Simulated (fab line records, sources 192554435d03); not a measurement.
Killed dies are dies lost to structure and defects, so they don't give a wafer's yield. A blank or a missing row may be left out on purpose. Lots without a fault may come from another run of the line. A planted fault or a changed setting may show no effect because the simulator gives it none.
Problem report in the 8D (eight disciplines) form, filled by code | flow n5_finfet | the parts of the form that need people (team, actions taken, sign-off) are left out

1. THE PROBLEM
run_length_s at N5_BEOL_M14_ETCH_59 reads a mean of 83.7 s on 3 wafers of 1 lot; wafers without a fault read 91.4 s with a standard deviation of 0.31. That is -25 standard deviations from the usual mean.
The step: etches BARC in N2/H2, target depth 89 nm, overetch 26.7 nm, time 67.9 s.
First seen on wafer L450.2, day 13 04:10, on rie_diel-06. The record holds 15 wafers of 5 lots with a number at this step. Rule for "out", or "out of limits": more than 4 standard deviations from the usual mean. The other wafers with a number count as sound.

2. WHAT IT IS AND WHAT IT IS NOT
question                    | is                     | is not
which readings at this step | run_length_s           | chamber_pressure_mTorr, drypump_motor_current_A, rf_vpp_V, showerhead_plenum_p_Torr, throttle_valve_pct
which lots                  | L450                   | L443, L446, L459, L465
which wafers of those lots  | all that have a number | -
read on which tools         | rie_diel-06            | rie_diel-01, rie_diel-03
when                        | from day 13 04:10      | up to then (6 sound wafers); but 6 sound wafers of L459, L465 came after

3. SUSPECTS, AND WHAT RULES EACH OUT
Counting: a tool at a process step up to the reading stays a suspect if it ran every lot that is out and no sound lot after the first of them.
- rie_diel-06 at N5_BEOL_M14_DESCUM_15 (chemistry O2, time 7.9 s): kept. It ran the lot that is out, L450 (day 13 04:08), and no sound lot after that; its last sound lot up to then is L443 (day 11 01:45).
- rie_diel-06 at N5_BEOL_M14_ETCH_59 (etches BARC in N2/H2, target depth 89 nm, overetch 26.7 nm, time 67.9 s): kept. It ran the lot that is out, L450 (day 13 04:10), and no sound lot after that; its last sound lot up to then is L443 (day 11 01:47). Its own readings are out on those wafers: run_length_s.
Left after counting: rie_diel-06 at N5_BEOL_M14_DESCUM_15, rie_diel-06 at N5_BEOL_M14_ETCH_59.

4. THE CAUSE (what the simulator had put in)
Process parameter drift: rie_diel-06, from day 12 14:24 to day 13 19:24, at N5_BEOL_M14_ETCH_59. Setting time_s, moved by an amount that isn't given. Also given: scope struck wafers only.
Counting left 2 suspects, and this tool is among them.

5. THE CHAIN OF EFFECTS, in route order
Each row: a reading whose mean over the struck wafers that have a number lies more than 3 standard deviations from the usual. Only readings for which the record gives a usual standard deviation are gone through. hours: the time from each lot's start at the first step in this table that gives one to its start at this step, as a median over the lots. sigmas: the change in usual standard deviations.
hours | step                | reading      | usual  | on struck wafers | change | sigmas
0     | N5_BEOL_M14_ETCH_59 | run_length_s | 91.4 s | 83.7             | -7.7   | -25
The process steps in it:
- N5_BEOL_M14_ETCH_59: etches BARC in N2/H2, target depth 89 nm, overetch 26.7 nm, time 67.9 s.

6. WHAT WOULD HAVE CAUGHT IT SOONER
In this record the first reading out of limits was taken at day 13 04:10, 14 hours after the fault began at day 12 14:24.
